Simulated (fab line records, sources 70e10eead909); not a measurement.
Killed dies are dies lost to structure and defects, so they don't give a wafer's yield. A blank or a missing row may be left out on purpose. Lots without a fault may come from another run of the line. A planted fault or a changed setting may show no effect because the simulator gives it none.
Chamber matching | flow nand_harc | NHARC_A_BLC_STRIP_21 on rie_diel-03: 4 sister chambers
The step strips in O2. 4 wafers are shown with their chamber, then 10 later ones without.

WAFERS WITH THEIR CHAMBER
wafer  | chamber | showerhead_plenum_p_Torr (Torr)
L082.1 | 2       | 3.44
L082.5 | 0       | 3.58
L085.1 | 3       | 3.54
L085.2 | 1       | 3.76

WAFERS WITHOUT THEIR CHAMBER
wafer  | showerhead_plenum_p_Torr (Torr)
L085.6 | 3.44
L088.1 | 3.58
L088.2 | 3.44
L088.4 | 3.76
L086.1 | 3.43
L086.3 | 3.54
L086.6 | 3.58
L095.2 | 3.76
L095.4 | 3.57
L095.5 | 3.76

WHICH CHAMBER EACH WENT THROUGH
wafer  | from the rows above | in truth
L085.6 | 2                   | 2
L088.1 | 0                   | 0
L088.2 | 2                   | 2
L088.4 | 1                   | 1
L086.1 | 2                   | 2
L086.3 | 3                   | 3
L086.6 | 0                   | 0
L095.2 | 1                   | 1
L095.4 | 0                   | 0
L095.5 | 1                   | 1
Placed correctly: 10 of 10. Can't be placed from these rows: 0. Placed wrongly: 0.
How it was worked out, from the rows above alone: a wafer's distance from a chamber is the root of the sum, over the readings, of the square of ((its reading less the chamber's mean) divided by the reading's scatter). The wafer belongs to the nearest chamber; if the next one is less than 2 further off, it can't be placed. A chamber's mean is the mean of its shown wafers. The scatter: with one shown wafer a chamber, the root of the mean of the squares of how far each hidden wafer lies from its nearest shown one.
